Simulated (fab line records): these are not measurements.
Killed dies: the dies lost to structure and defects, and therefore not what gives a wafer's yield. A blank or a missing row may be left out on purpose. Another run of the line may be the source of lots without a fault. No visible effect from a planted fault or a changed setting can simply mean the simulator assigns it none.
Split-lot experiment    flow n5-finfet    39 wafers read from 7 lots, route of 1938 steps

## SPLIT DETAILS
At N5_FIN_SAQP_HM_DEP_03 (deposits SiNx from SiH4/NH3/N2, target thk 38 nm, time 33.6 s), the setting time-s was moved away from the recipe's 33.6 s on 6 of the 39 wafers read, by -46.8% to +47.1%. This setting was run at the recipe's value on the other wafers.

## FROM THE SPLIT TO THE READING: what the file shows between them, 8 steps
- N5_FIN_SAQP_THK_MEAS_05
- N5_FIN_SAQP_PECVD_47: deposits a-Si from SiH4/He, target thk 45 nm, time 36.3 s
- N5_FIN_SAQP_PECVD_48: deposits SiNx from SiH4/NH3/N2, target thk 25 nm, time 22.1 s
- N5_FIN_SAQP_MANDREL2_REMOVE_60: chemistry HBr/Cl2/O2, target a-Si, stops on SiNx, bt time 10 s
- N5_FIN_SAQP_HM_OPEN_33: chemistry CH3F/O2, target SiNx, target depth 49.4 nm, time 70.6 s
- N5_FIN_SAQP_ETCH_34: etches SiO2 in C4F6/O2, target depth 45 nm, time 15 s
- N5_FIN_SAQP_STRIP_77: strips in N2/H2, time 90 s
- N5_FIN_SAQP_ETCH_64: etches SiO2 in CF4, target depth 1.5 nm

## THE READING
SiNx_of_FIN_SAQP_HM_DEP_03.thk-nm (the simulator's own value, which no gauge read), in nm, at N5_FIN_SAQP_FIN_ETCH_36 (etches the open film in HBr/Cl2/O2, target depth 120 nm, time 50.4 s). There is no usual value for it anywhere in the file. The 33 wafers here that ran the recipe average 21.1 nm, standard deviation 0.65 nm.

wafer   tool, chamber at the split  time-s as run, s  against the recipe  SiNx_of_FIN_SAQP_HM_DEP_03.thk-nm, nm  against lot-mates on the recipe
L077.1  pecvd-02, 1                 33.6              recipe              20                                     -
L077.3  pecvd-02, 1                 33.6              recipe              20.8                                   -
L077.6  pecvd-02, 0                 33.6              recipe              21.6                                   -
L085.1  pecvd-04, 0                 17.86             -46.8%              4.8                                    -16.9
L085.2  pecvd-04, 2                 33.6              recipe              21.2                                   -
L085.3  pecvd-04, 1                 17.86             -46.8%              3.6                                    -18.1
L085.4  pecvd-04, 1                 33.6              recipe              21.6                                   -
L085.5  pecvd-04, 0                 33.6              recipe              22.4                                   -
L085.6  pecvd-04, 2                 17.86             -46.8%              4                                      -17.7
L087.1  pecvd-02, 0                 33.6              recipe              21.6                                   -
L087.2  pecvd-02, 1                 33.6              recipe              20                                     -
L087.3  pecvd-02, 1                 33.6              recipe              20.8                                   -
L087.4  pecvd-02, 0                 33.6              recipe              21.4                                   -
L087.5  pecvd-02, 1                 33.6              recipe              21.2                                   -
L087.6  pecvd-02, 0                 33.6              recipe              22                                     -
L090.1  pecvd-01, 0                 33.6              recipe              20.4                                   -
L090.2  pecvd-01, 1                 33.6              recipe              20.2                                   -
L090.3  pecvd-01, 2                 33.6              recipe              20                                     -
L090.4  pecvd-01, 0                 33.6              recipe              20.6                                   -
L090.5  pecvd-01, 1                 33.6              recipe              20.6                                   -
L090.6  pecvd-01, 2                 33.6              recipe              20.8                                   -
L093.1  pecvd-01, 0                 33.6              recipe              21.2                                   -
L093.3  pecvd-01, 2                 33.6              recipe              21.2                                   -
L093.6  pecvd-01, 2                 33.6              recipe              21.2                                   -
L093.2  pecvd-01, 1                 33.6              recipe              20.8                                   -
L093.4  pecvd-01, 0                 33.6              recipe              21.4                                   -
L093.5  pecvd-01, 1                 33.6              recipe              22                                     -
L095.1  pecvd-04, 1                 33.6              recipe              21.8                                   -
L095.2  pecvd-04, 2                 49.41             +47.1%              38                                     +16.3
L095.3  pecvd-04, 0                 33.6              recipe              21.6                                   -
L095.6  pecvd-04, 2                 33.6              recipe              21.6                                   -
L095.4  pecvd-04, 1                 49.41             +47.1%              39.8                                   +18.1
L095.5  pecvd-04, 0                 49.41             +47.1%              39.6                                   +17.9
L097.1  pecvd-02, 0                 33.6              recipe              20.8                                   -
L097.2  pecvd-02, 2                 33.6              recipe              20.8                                   -
L097.3  pecvd-02, 1                 33.6              recipe              20                                     -
L097.4  pecvd-02, 0                 33.6              recipe              21.2                                   -
L097.5  pecvd-02, 1                 33.6              recipe              20.6                                   -
L097.6  pecvd-02, 2                 33.6              recipe              22.2                                   -

FIT RESULTS
A straight line over all 39 wafers: SiNx_of_FIN_SAQP_HM_DEP_03.thk-nm changes by +0.373 nm for each +1% of time-s; r = +1.00; the points scatter about the line by 0.7 nm.
The same after taking each lot's own level away (the mean of its wafers on the recipe; 39 wafers): +0.373 nm for each +1%; r = +1.00; scatter 0.55 nm.
That fit puts the effect of the largest move of time-s on the reading at 18 nm.
The span of the lots' own levels, 20.43 to 21.73 nm, comes to 2.0 times the standard deviation stated above.
The two slopes are in agreement: the lot-to-lot level therefore moves the slope only a little.
Check: +17.8 nm against its lot-mates is what the line predicts for one of the wafers moved furthest among these (+47.1%) when that wafer is left out of the fit. It came out at +16.3 nm against them.

## THE WHOLE CHAIN: every reading that the file lists as answering this split, in the file's order
step                     what it does                                                          reading                                                                             change (the file's fit)                r (the file's)
N5_FIN_SAQP_HM_DEP_03    deposits SiNx from SiH4/NH3/N2, target thk 38 nm, time 33.6 s         SiNx_of_FIN_SAQP_HM_DEP_03.thk-nm (the simulator's own value, which no gauge read)  +0.379 nm for each +1% of the setting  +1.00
N5_FIN_SAQP_THK_MEAS_05                                                                        thk-nm                                                                              withheld for each +1% of the setting   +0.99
N5_FIN_SAQP_HM_OPEN_33   chemistry CH3F/O2, target SiNx, target depth 49.4 nm, time 70.6 s     etch-rf-on-time-s                                                                   withheld for each +1% of the setting   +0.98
N5_FIN_SAQP_HM_OPEN_33   chemistry CH3F/O2, target SiNx, target depth 49.4 nm, time 70.6 s     etch.depth-nm (the simulator's own value, which no gauge read)                      +0.378 nm for each +1% of the setting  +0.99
N5_FIN_SAQP_FIN_ETCH_36  etches the open film in HBr/Cl2/O2, target depth 120 nm, time 50.4 s  SiNx_of_FIN_SAQP_HM_DEP_03.thk-nm (the simulator's own value, which no gauge read)  +0.373 nm for each +1% of the setting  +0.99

## THE FILE'S OWN FIT
SiNx_of_FIN_SAQP_HM_DEP_03.thk-nm changes by +0.373 nm for each +1% of time-s, r = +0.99.
